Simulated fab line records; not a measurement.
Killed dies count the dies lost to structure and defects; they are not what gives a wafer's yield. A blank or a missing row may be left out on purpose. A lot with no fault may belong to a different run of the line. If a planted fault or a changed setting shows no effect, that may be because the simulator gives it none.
fab line records	flow n5-finfet	part 1 of 2: steps 1 to 4 of 6
record: lots: 16	wafers: 48	last-day: 18
route steps=1938 shown DUMMY_GATE@243 SD_EPI_N@274 SD_EPI_P@307 SDB@361
lots that met no fault: taken from a fault-free run of the same line
start-h: hours from the record's opening day to when the first of the lot's shown wafers began	wait-h: hours from the lot's prior step to this one	" the same as in the row above	L1.1+2: a row that stands for several wafers	- value missing, or start not given	* or withheld: withheld	< > ~ a bound
route shown NAME@n: names a module that has steps shown in the file, with the first one's number in the route	usual: mean and standard deviation over wafers with no fault	same: alike in all rows	chamber/n: place in a boat	sites: readings site by site	_std_site: standard deviation of those values	_edge_site: mean of outer sites minus mean of inner sites	radius-mm: how far each site lies from the wafer's centre	mask NAME#n: copy n	behind: tool/chamber where the wafer was last shaped	hold: what put the lot on hold/how long, in hours/how the hold closed	device: whichever transistor did not switch (one of n, p or np)	end of line: the same wafers' tests at the end of the route	a step without rows: its recipe alone	killed: count of dies lost to structure and defects at first sort (not the wafer's yield)	map: a wafer's dies, x killed, . not, _ none there
set.NAME: the run value of the setting; set.NAME@STEP: its run value at that earlier step	model.NAME: the simulator's own value behind a step, which no gauge read
steps of the route over a sample of lots; a table a step, a row a wafer
services: from which hour (start-h, from the record's first day; less than 0 if before it) a tool's chamber was out of use, for how many hours, and why
== steps ==
step: N5_DUMMY_GATE_ETCH_31
recipe: chemistry: C4F6/O2	target: SiO2	mask-material: SOC	target-depth-a: 825	time-s: 27.5	ion-energy-ev: 250	pressure-mtorr: 30	source-w: 345	bias-w: 185	Ar_flow_sccm: 300	C4F6_flow_sccm: 10	O2_flow_sccm: 10
usual: O2_flow_sccm: 10.00/0.034	drypump-motor-current-A: 5.6/0.38	oes-product-au: 0.80/0.082	rf-fwd-power-W: 341.6/1.4	rf-vpp-V: 663/9.8	showerhead-plenum-p-Torr: 2.88/0.11	throttle-valve-pct: 21.0/0.33
lot.wafer	tool	chamber	start-h	wait-h	O2_flow_sccm	drypump-motor-current-A	oes-product-au	rf-fwd-power-W	rf-hours-counter-h	rf-vpp-V	showerhead-plenum-p-Torr	throttle-valve-pct
L074.1	rie-diel-06	3	47.87	0.2	10.07	5.3	0.92	345.0	23	674	3.02	21.1
L074.2	"	1	"	"	9.97	5.9	0.94	339.5	8	667	2.89	20.5
L074.3	"	2	"	"	10.00	5.2	0.74	341.1	167	658	2.86	21.5
L076.3	rie-diel-03	1	59.30	0.0	10.06	6.0	0.83	338.3	55	661	2.99	20.6
L076.4	"	3	"	"	10.04	5.9	0.72	340.9	201	668	2.94	21.6
L076.6	"	3	"	"	10.03	5.9	0.72	340.3	-	668	2.94	21.6
L078.2	rie-diel-03	1	70.49	0.0	9.96	6.0	0.83	341.3	59	663	2.99	20.6
L078.4	"	3	"	"	9.99	5.9	0.72	341.2	-	668	2.94	21.6
L078.5	"	1	"	"	9.98	6.0	0.83	341.4	-	662	2.99	20.6
L080.1	rie-diel-03	2	82.93	0.1	9.97	5.2	0.77	341.7	137	657	2.72	20.6
L080.4	"	1	"	"	10.02	6.0	0.82	341.1	63	660	2.99	20.6
L080.6	"	2	"	"	10.02	5.2	0.77	342.5	-	656	2.72	20.6
L081.1	rie-diel-03	3	90.57	0.0	9.96	5.9	0.71	343.2	213	667	2.94	21.6
L081.2	"	1	"	"	9.96	6.0	0.81	341.5	65	663	2.98	20.6
L081.5	"	3	"	"	10.05	5.9	0.71	341.0	-	667	2.94	21.6
L082.1	rie-diel-01	3	100.44	0.2	10.06	6.2	0.94	341.8	23	686	2.79	20.9
L082.4	"	0	"	"	10.03	5.2	0.74	343.9	150	649	2.94	21.1
L082.5	"	0	"	"	10.00	5.2	0.74	343.7	-	648	2.94	21.1
L085.2	rie-diel-06	0	121.33	0.0	9.97	5.8	0.95	342.1	20	648	2.76	21.0
L085.4	"	2	"	"	10.01	5.2	0.72	340.8	-	657	2.85	21.5
L085.6	"	3	"	"	9.97	5.3	0.87	344.7	-	675	3.01	21.2
L087.1	rie-diel-03	3	129.27	0.0	9.98	5.9	0.70	342.0	224	669	2.93	21.6
L087.2	"	1	"	"	10.04	6.0	0.79	342.7	75	663	2.98	20.6
L087.6	"	3	"	"	10.02	5.9	0.71	342.6	-	667	2.93	21.6
L088.2	rie-diel-01	3	132.25	0.0	9.98	6.2	0.93	342.4	33	687	2.79	20.9
L088.5	"	3	"	"	9.94	6.2	0.92	341.4	-	688	2.79	20.9
L088.6	"	0	"	"	10.00	5.2	0.73	344.6	-	649	2.93	21.1
L090.2	rie-diel-06	2	142.63	0.0	10.00	5.2	0.71	342.4	197	658	2.84	21.5
L090.3	"	3	"	"	10.05	5.3	0.86	342.5	53	674	3.01	21.2
L090.4	"	1	"	"	10.05	5.9	0.89	338.3	31	667	2.88	20.6
L091.1	rie-diel-03	2	149.90	0.0	10.04	5.2	0.76	342.1	158	656	2.71	20.6
L091.3	"	3	"	"	9.96	5.9	0.70	341.6	232	667	2.93	21.6
L091.4	"	3	"	"	9.94	5.9	0.70	341.2	-	666	2.93	21.6
L093.1	rie-diel-01	0	161.11	0.0	10.06	5.2	0.73	340.4	169	647	2.93	21.1
L093.2	"	1	"	"	10.00	5.9	0.73	342.9	189	667	2.84	21.0
L093.3	"	3	"	"	9.99	6.3	0.92	342.9	41	686	2.79	20.9
L094.4	rie-diel-01	0	168.11	0.1	10.01	5.2	0.71	343.8	171	650	2.93	21.1
L094.5	"	1	"	"	9.97	5.8	0.72	342.9	-	666	2.84	21.1
L094.6	"	2	"	"	10.01	6.1	0.70	343.2	-	654	2.68	21.1
L095.2	rie-diel-03	0	173.53	0.0	10.00	5.2	0.83	340.0	64	665	3.03	20.9
L095.4	"	3	"	"	9.94	5.9	0.70	342.1	238	670	2.92	21.6
L095.5	"	1	"	"	10.00	6.0	0.79	338.8	-	663	2.98	20.6
L096.1	rie-diel-06	0	177.66	0.2	9.99	5.8	0.90	343.0	37	648	2.75	21.0
L096.2	"	1	"	"	9.96	5.9	0.86	341.1	41	667	2.88	20.6
L096.4	"	3	"	"	10.02	5.3	0.84	341.6	62	672	3.00	21.2
L097.4	rie-diel-03	2	185.88	0.0	10.01	5.2	0.74	339.9	167	655	2.71	20.6
L097.5	"	2	"	"	9.99	5.2	0.75	340.3	-	655	2.71	20.6
L097.6	"	1	"	"	9.97	6.0	0.79	339.6	-	663	2.98	20.6
step: N5_DUMMY_GATE_ETCH_44
recipe: chemistry: HBr/O2	over-etch-frac: 0.7	target-depth-a: 1275	stop-on: SiO2	ion-energy-ev: 60	bias-w: 20	target: poly-Si	mask-material: SiO2	pressure-mtorr: 20	icp-w: 400	HBr_flow_sccm: 120	O2_flow_sccm: 10
usual: HBr_flow_sccm: 120.0/0.33	O2_flow_sccm: 10.00/0.032	drypump-motor-current-A: 5.6/0.55	oes-product-au: 0.730/0.012	rf-fwd-power-W: 397.9/1.4	throttle-valve-pct: 18.49/0.22
lot.wafer	tool	chamber	start-h	wait-h	HBr_flow_sccm	O2_flow_sccm	drypump-motor-current-A	oes-product-au	rf-fwd-power-W	rf-hours-counter-h	throttle-valve-pct
L074.1	rie-si-06	1	48.20	0.0	119.9	10.01	4.9	0.722	396.7	104	18.70
L074.2	"	3	"	"	119.2	10.03	6.1	0.752	398.7	2	18.67
L074.3	"	2	"	"	119.7	10.04	5.8	0.743	396.8	5	18.15
L076.3	rie-si-05	1	59.63	0.0	120.3	9.98	4.9	0.723	399.3	200	18.40
L076.4	"	0	"	"	119.5	9.97	5.2	0.722	396.2	119	18.25
L076.6	"	1	"	"	119.7	9.97	4.9	0.732	399.3	-	18.38
L078.2	rie-si-02	1	70.82	0.0	119.5	10.01	5.7	0.729	397.6	163	18.53
L078.4	"	0	"	"	120.1	10.02	6.1	0.728	398.3	5	18.51
L078.5	"	3	"	"	120.1	9.99	6.4	0.735	398.9	-	18.56
L080.1	rie-si-05	3	83.27	0.0	120.2	9.99	6.5	0.712	398.6	200	18.67
L080.4	"	1	"	"	119.3	9.95	4.9	0.710	401.5	200	18.40
L080.6	"	0	"	"	120.3	10.05	5.2	0.713	395.5	-	18.28
L081.1	rie-si-02	0	90.91	0.0	120.3	9.98	6.1	0.723	398.2	5	18.50
L081.2	"	3	"	"	119.9	10.07	6.4	0.746	397.2	88	18.56
L081.5	"	2	"	"	119.2	10.08	5.6	0.713	397.1	-	18.87
L082.1	rie-si-06	3	100.77	0.0	120.3	9.99	6.0	0.744	397.7	3	18.67
L082.4	"	1	"	"	119.9	9.96	4.9	0.723	395.8	-	18.69
L082.5	"	3	"	"	120.0	10.02	6.1	0.756	396.7	-	18.65
L085.2	rie-si-05	3	121.67	0.0	121.0	9.99	6.5	0.717	399.8	200	18.66
L085.4	"	2	"	"	119.3	10.04	6.2	0.741	397.5	59	18.76
L085.6	"	3	"	"	120.5	9.98	6.5	0.714	398.1	-	18.68
L087.1	rie-si-05	1	129.61	0.0	120.3	9.93	4.9	0.735	400.3	1	18.35
L087.2	"	0	"	"	119.5	10.01	5.2	0.722	396.5	120	18.26
L087.6	"	0	"	"	120.0	10.04	5.2	0.722	394.9	-	18.26
L088.2	rie-si-02	0	132.58	0.0	119.9	9.97	6.1	0.724	397.3	6	18.49
L088.5	"	1	"	"	120.6	10.00	5.7	0.737	398.6	-	18.55
L088.6	"	2	"	"	119.8	9.98	5.6	0.714	397.2	-	18.87
L090.2	rie-si-05	0	142.97	0.0	120.6	10.03	5.2	0.723	398.8	121	18.25
L090.3	"	2	"	"	119.9	10.01	6.2	0.732	399.8	60	18.76
L090.4	"	2	"	"	120.2	10.00	6.2	0.731	397.3	-	18.75
L091.1	rie-si-06	3	150.24	0.0	119.9	9.97	6.1	0.754	396.7	4	18.66
L091.3	"	2	"	"	119.9	9.98	5.8	0.739	399.9	7	18.16
L091.4	"	0	"	"	119.9	10.03	5.8	0.749	396.8	1	18.12
L093.1	rie-si-05	2	161.45	0.0	119.9	10.00	6.1	0.725	398.8	60	18.75
L093.2	"	1	"	"	120.2	10.04	4.9	0.735	400.4	1	18.34
L093.3	"	3	"	"	120.2	9.94	6.5	0.714	398.2	0	18.55
L094.4	rie-si-05	1	168.44	0.0	120.5	10.03	4.9	0.733	399.4	2	18.33
L094.5	"	1	"	"	120.2	10.05	4.9	0.737	398.6	-	18.34
L094.6	"	2	"	"	119.4	10.00	6.2	0.723	398.2	-	18.76
L095.2	rie-si-06	1	173.87	0.0	119.9	9.95	4.9	0.718	396.8	106	18.70
L095.4	"	3	"	"	120.2	9.99	6.1	0.743	399.4	5	18.66
L095.5	"	0	"	"	119.9	9.97	5.8	0.736	394.9	-	18.12
L096.1	rie-si-05	2	178.00	0.0	120.1	9.96	6.2	0.730	399.0	60	18.75
L096.2	"	1	"	"	120.4	9.98	4.9	0.728	397.6	2	18.32
L096.4	"	0	"	"	119.7	10.01	5.2	0.741	396.3	121	18.25
L097.4	rie-si-05	1	186.22	0.0	120.0	9.95	4.9	0.741	401.3	2	18.34
L097.5	"	0	"	"	120.4	9.99	5.2	0.723	398.1	-	18.26
L097.6	"	3	"	"	120.0	10.05	6.5	0.728	399.8	-	18.58
step: N5_SD_EPI_N_ETCH_34
recipe: chemistry: CF4	target: SiARC	target-depth-a: 455	mask-material: CAR-ArF-block	time-s: 75.8	ion-energy-ev: 80	pressure-mtorr: 40	source-w: 545	bias-w: 36	Ar_flow_sccm: 100	cf4-flow-sccm: 100	ends: cleared
usual: drypump-motor-current-A: 5.5/0.37	etch-rf-on-time-s: 76.2/1.3	oes-product-au: 0.68/0.076	rf-fwd-power-W: 540.0/1.9	rf-vpp-V: 184.0/1.2	showerhead-plenum-p-Torr: 2.15/0.076	throttle-valve-pct: 15.57/0.21
lot.wafer	tool	chamber	start-h	wait-h	drypump-motor-current-A	etch-rf-on-time-s	oes-product-au	rf-fwd-power-W	rf-hours-counter-h	rf-vpp-V	showerhead-plenum-p-Torr	throttle-valve-pct
L074.1	rie-diel-05	2	50.20	0.0	5.9	74.6	0.64	539.4	147	185.1	2.23	15.49
L074.2	"	3	"	"	5.7	78.1	0.60	539.9	224	182.6	2.03	15.83
L074.3	"	0	"	"	5.0	74.6	0.75	540.9	31	183.9	2.18	15.17
L076.3	rie-diel-05	3	61.53	0.0	5.7	78.6	0.59	538.8	227	182.3	2.03	15.84
L076.4	"	0	"	"	5.0	75.3	0.74	538.6	34	184.3	2.18	15.17
L076.6	"	1	"	"	5.5	77.6	0.66	538.9	-	183.1	2.07	15.68
L078.2	rie-diel-05	1	72.92	0.0	5.5	77.9	0.64	541.8	150	183.4	2.07	15.69
L078.4	"	0	"	"	4.9	75.2	0.74	542.7	40	185.3	2.18	15.20
L078.5	"	3	"	"	5.7	78.5	0.59	539.1	-	183.6	2.03	15.83
L080.1	rie-diel-04	2	84.79	0.0	4.8	75.6	0.80	534.0	9	183.5	2.10	15.39
L080.4	"	1	"	"	5.3	75.9	0.62	539.6	187	185.4	2.22	15.83
L080.6	"	2	"	"	4.8	75.8	0.82	536.5	-	181.9	2.10	15.41
L081.1	rie-diel-04	3	95.82	0.0	5.6	77.9	0.61	542.0	165	184.0	2.05	15.60
L081.2	"	0	"	"	5.9	76.4	0.62	541.1	167	181.9	2.06	15.75
L081.5	"	0	"	"	5.9	76.1	0.61	540.2	-	183.3	2.06	15.76
L082.1	rie-diel-02	0	102.74	0.0	5.7	76.9	0.62	541.2	176	182.2	2.05	15.62
L082.4	"	3	"	"	5.4	75.1	0.81	539.4	13	184.4	2.20	15.49
L082.5	"	1	"	"	5.0	75.4	0.79	541.4	-	183.9	2.20	15.26
L085.2	rie-diel-02	1	123.25	0.0	4.9	75.4	0.77	541.6	15	185.1	2.20	15.27
L085.4	"	2	"	"	5.9	75.8	0.63	539.8	180	185.0	2.22	15.78
L085.6	"	2	"	"	5.9	74.9	0.63	541.4	-	183.6	2.22	15.80
L087.1	rie-diel-05	2	131.09	0.0	5.9	75.2	0.62	538.6	179	184.7	2.22	15.56
L087.2	"	1	"	"	5.5	77.6	0.64	540.1	173	182.1	2.06	15.75
L087.6	"	0	"	"	4.9	76.1	0.70	538.6	-	184.6	2.17	15.26
L088.2	rie-diel-05	2	134.06	0.0	5.9	75.7	0.62	541.8	180	185.0	2.22	15.57
L088.5	"	3	"	"	5.7	77.1	0.82	539.7	-	184.8	2.28	15.37
L088.6	"	2	"	"	5.9	74.7	0.63	538.2	-	184.0	2.22	15.56
L090.2	rie-diel-02	0	144.56	0.0	5.7	78.0	0.61	540.2	188	183.4	2.05	15.64
L090.3	"	2	"	"	5.9	74.2	0.63	540.0	186	185.5	2.21	15.79
L090.4	"	1	"	"	5.0	76.4	0.76	538.2	21	183.9	2.19	15.30
L091.1	rie-diel-04	2	151.98	0.0	4.8	76.5	0.76	536.9	31	183.2	2.10	15.44
L091.3	"	1	"	"	5.3	76.2	0.61	541.6	209	184.6	2.21	15.85
L091.4	"	0	"	"	5.9	76.5	0.60	540.4	186	182.5	2.05	15.81
L093.1	rie-diel-05	3	162.98	0.0	5.7	77.8	0.76	540.2	11	187.0	2.27	15.40
L093.2	"	0	"	"	4.9	75.3	0.69	542.5	75	184.3	2.17	15.25
L093.3	"	1	"	"	5.5	77.3	0.63	539.5	185	182.6	2.06	15.79
L094.4	rie-diel-02	3	170.13	0.0	5.4	75.5	0.77	537.1	-	184.8	2.19	15.53
L094.5	"	2	"	"	5.9	74.3	0.62	541.6	-	185.7	2.21	15.81
L094.6	"	0	"	"	5.7	77.6	0.60	541.6	-	184.0	2.04	15.65
L095.2	rie-diel-05	1	175.58	0.0	5.5	77.2	0.63	539.2	190	182.4	2.06	15.78
L095.4	"	0	"	"	4.9	75.4	0.69	539.8	80	185.6	2.16	15.28
L095.5	"	1	"	"	5.5	77.4	0.62	540.7	-	182.1	2.06	15.79
L096.1	rie-diel-02	1	179.53	0.0	4.9	75.6	0.74	542.0	31	186.3	2.19	15.33
L096.2	"	3	"	"	5.4	75.6	0.77	537.4	36	184.2	2.19	15.54
L096.4	"	0	"	"	5.7	78.1	0.60	542.7	199	183.1	2.04	15.67
L097.4	rie-diel-05	2	187.75	0.0	5.9	76.1	0.61	541.8	200	184.4	2.21	15.62
L097.5	"	0	"	"	5.0	75.1	0.68	539.6	-	184.3	2.16	15.26
L097.6	"	1	"	"	5.6	77.3	0.62	539.0	-	183.3	2.06	15.77
step: N5_SD_EPI_P_ETCH_36
recipe: chemistry: CF4	target: SiARC	target-depth-a: 455	mask-material: CAR-ArF-block	time-s: 75.8	ion-energy-ev: 80	pressure-mtorr: 40	source-w: 545	bias-w: 36	Ar_flow_sccm: 100	cf4-flow-sccm: 100	ends: cleared
usual: drypump-motor-current-A: 5.7/0.38	etch-rf-on-time-s: 75.5/1.3	oes-product-au: 0.68/0.07	rf-fwd-power-W: 539.3/2.2	rf-vpp-V: 184.2/1.3	showerhead-plenum-p-Torr: 2.16/0.082	throttle-valve-pct: 15.51/0.29
lot.wafer	tool	chamber	start-h	wait-h	drypump-motor-current-A	etch-rf-on-time-s	oes-product-au	rf-fwd-power-W	rf-hours-counter-h	rf-vpp-V	showerhead-plenum-p-Torr	throttle-valve-pct
L074.1	rie-diel-06	3	55.55	0.0	5.3	74.1	0.77	539.4	26	187.2	2.28	15.57
L074.2	"	2	"	"	5.2	75.4	0.64	538.1	170	183.6	2.15	15.92
L074.3	"	1	"	"	5.9	74.5	0.81	535.3	10	184.1	2.18	15.02
L076.3	rie-diel-01	0	66.14	0.0	5.2	76.1	0.65	540.9	140	184.9	2.22	15.61
L076.4	"	3	"	"	6.2	76.3	0.81	540.1	13	183.0	2.11	15.31
L076.6	"	1	"	"	5.8	74.6	0.64	542.3	-	183.8	2.15	15.48
L078.2	rie-diel-01	3	78.27	0.0	6.2	75.5	0.80	542.4	17	184.6	2.11	15.33
L078.4	"	2	"	"	6.1	73.1	0.63	539.8	187	183.8	2.05	15.72
L078.5	"	3	"	"	6.2	75.9	0.81	544.0	-	184.3	2.11	15.30
L080.1	rie-diel-03	1	91.21	0.0	6.0	77.8	0.70	534.2	65	186.2	2.26	15.18
L080.4	"	2	"	"	5.2	75.5	0.66	540.4	140	183.0	2.06	15.23
L080.6	"	1	"	"	6.0	77.2	0.70	537.2	-	185.3	2.26	15.16
L081.1	rie-diel-01	0	101.60	0.0	5.2	77.0	0.63	542.3	151	183.5	2.22	15.59
L081.2	"	3	"	"	6.3	75.9	0.79	538.0	23	183.4	2.11	15.34
L081.5	"	2	"	"	6.1	72.7	0.62	537.3	-	182.1	2.04	15.73
L082.1	rie-diel-03	0	107.17	0.0	5.2	75.8	0.73	534.5	44	185.8	2.28	15.21
L082.4	"	1	"	"	6.0	78.6	0.70	540.1	69	184.5	2.26	15.18
L082.5	"	3	"	"	5.9	74.7	0.60	538.7	-	184.9	2.21	16.00
L085.2	rie-diel-03	1	128.52	0.0	6.0	78.3	0.69	540.0	75	184.8	2.26	15.21
L085.4	"	2	"	"	5.2	76.8	0.65	539.4	150	181.9	2.06	15.23
L085.6	"	2	"	"	5.2	76.5	0.65	539.6	-	183.5	2.06	15.23
L087.1	rie-diel-03	3	136.28	0.0	5.9	74.1	0.61	542.5	226	184.7	2.20	15.99
L087.2	"	2	"	"	5.2	76.5	0.64	540.2	152	182.8	2.05	15.25
L087.6	"	3	"	"	5.9	74.3	0.60	540.2	-	185.7	2.20	15.99
L088.2	rie-diel-01	0	139.07	0.0	5.2	76.6	0.63	540.4	163	184.9	2.21	15.66
L088.5	"	3	"	"	6.2	76.3	0.77	541.5	-	184.3	2.10	15.36
L088.6	"	0	"	"	5.2	76.9	0.63	541.2	-	186.3	2.21	15.64
L090.2	rie-diel-03	0	149.00	0.0	5.2	75.6	0.72	534.5	57	183.7	2.27	15.22
L090.3	"	3	"	"	5.8	74.0	0.61	541.4	231	184.6	2.20	15.99
L090.4	"	0	"	"	5.2	75.6	0.72	536.7	-	186.1	2.27	15.23
L091.1	rie-diel-01	0	157.63	0.0	5.2	77.4	0.62	541.0	168	184.3	2.21	15.65
L091.3	"	2	"	"	6.1	74.2	0.61	541.5	211	183.1	2.04	15.77
L091.4	"	3	"	"	6.2	75.7	0.78	541.8	41	183.9	2.10	15.36
L093.1	rie-diel-03	3	167.69	0.0	5.9	74.8	0.59	539.3	236	183.7	2.20	16.01
L093.2	"	1	"	"	6.0	78.7	0.68	538.6	81	183.6	2.26	15.21
L093.3	"	0	"	"	5.3	75.5	0.72	536.6	63	185.3	2.27	15.25
L094.4	rie-diel-06	2	174.53	0.0	5.2	77.1	0.61	539.2	206	184.3	2.14	15.98
L094.5	"	1	"	"	5.9	76.7	0.74	536.1	-	185.7	2.17	15.07
L094.6	"	0	"	"	5.8	76.5	0.77	542.5	-	183.4	2.09	15.56
L095.2	rie-diel-03	0	180.10	0.0	5.2	75.2	0.72	534.6	66	185.4	2.27	15.24
L095.4	"	1	"	"	6.0	78.2	0.67	539.8	84	184.1	2.25	15.21
L095.5	"	1	"	"	6.0	78.1	0.68	538.9	-	185.5	2.25	15.22
L096.1	rie-diel-03	3	184.01	0.0	5.9	73.9	0.60	538.9	240	185.5	2.20	16.03
L096.2	"	2	"	"	5.2	75.6	0.65	538.0	166	183.9	2.05	15.26
L096.4	"	1	"	"	6.0	77.9	0.68	539.1	85	186.1	2.25	15.20
L097.4	rie-diel-01	2	192.31	0.0	6.0	74.2	0.61	542.3	221	182.6	2.04	15.78
L097.5	"	2	"	"	6.1	74.3	0.61	543.4	-	182.2	2.04	15.78
L097.6	"	1	"	"	5.9	75.9	0.61	543.0	-	183.9	2.13	15.55
